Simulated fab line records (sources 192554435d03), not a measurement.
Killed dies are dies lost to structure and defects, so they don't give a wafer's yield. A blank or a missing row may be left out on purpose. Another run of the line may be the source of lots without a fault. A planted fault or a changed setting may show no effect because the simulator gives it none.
Problem report, 8D (eight disciplines) form, completed by code -- flow n5-finfet -- the parts of the form that need people (team, actions taken, sign-off) are left out

== 1. THE ISSUE ==
At N5_PASSIVATION_PROBE_49, killed-at-contacts averages 138 over 2 wafers from 2 lots, while fault-free wafers read 12, standard deviation 6.3. Measured from the usual mean, that is +20 standard deviations.
Earliest sighting: wafer L884.2 on prober-01 at day 15 01:46. Wafers with a number at this step in the record: 6, from 2 lots. Rule for "out" (also "out of limits"): further than 4 standard deviations from the usual mean. The other wafers with a number count as sound.

== 2. WHAT IT IS; WHAT IT IS NOT ==
question,is,is not
which readings at this step,"killed-at-contacts, defect-limited-yield, killed-dies, sort_bin_5_function, sort-n-pass, sort-yield-pct","killed_at_M0_to_M3, killed_at_M4_up, killed-at-front-end, killed-at-other, killed-open, killed-short, sort_bin_8_speed"
which lots,"L884, L885",-
which wafers of those lots,"L884.2, L885.1","L884.1, L884.6, L885.2, L885.4"
read on which tools,"prober-01, prober-02",-
when,from day 15 01:46,"up to then (1 sound wafer); but 3 sound wafers of L884, L885 came after"

== 3. WHAT RULES OUT EACH SUSPECT ==
Counting: a tool at a process step up to the reading stays a suspect if it ran every lot that is out. Sound lots after the first of them don't rule it out here, since some wafers of a struck lot are sound.
- cvd-w-01 at N5_MOL_CONTACT_COAG_PRE_CLEAN_121: kept. It ran every lot that is out, first L884 (day 7 21:54).
Remaining after the count: cvd-w-01 at N5_MOL_CONTACT_COAG_PRE_CLEAN_121.

== 4. THE CAUSE (what the simulator had put in) ==
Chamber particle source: cvd-w-01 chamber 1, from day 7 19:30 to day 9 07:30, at N5_MOL_CONTACT_COAG_PRE_CLEAN_121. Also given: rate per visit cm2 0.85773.
This tool alone remained once counting was done.

== 5. SEQUENCE OF EFFECTS, ordered by route ==
One row per reading whose mean, taken over the struck wafers that have a number, lies over 3 standard deviations from the usual. Only readings whose record carries a usual standard deviation are examined. hours: median over the lots of the time between each lot's start at the first step of this table that gives one and its start at this step. sigmas: the change, counted in usual standard deviations.
hours,step,reading,usual,on struck wafers,change,sigmas
0,N5_PASSIVATION_PROBE_49,defect-limited-yield,91.2 %,80.9,-10.3,-7.4
0,N5_PASSIVATION_PROBE_49,killed-at-contacts,12,138,+126,+20
0,N5_PASSIVATION_PROBE_49,killed-dies,104,226,+122,+7.1
0,N5_PASSIVATION_PROBE_49,sort_bin_5_function,5.2 %,12.2,+7.0,+7.5
0,N5_PASSIVATION_PROBE_49,sort-n-pass,1075,954,-120,-7.5
0,N5_PASSIVATION_PROBE_49,sort-yield-pct,91.1 %,80.9,-10.2,-7.3
It contains these process steps:
- N5_PASSIVATION_PROBE_49

== 6. WHAT WOULD HAVE CAUGHT IT SOONER ==
The fault began at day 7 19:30; the first out-of-limits reading in this record came at day 15 01:46, 174 hours later.
Each of the lots that are out, 2 in all, had begun N5_MOL_CONTACT_COAG_PRE_CLEAN_121 on cvd-w-01 no later than day 15 01:46. Had the tool been put on hold then, not one of them would have been saved.
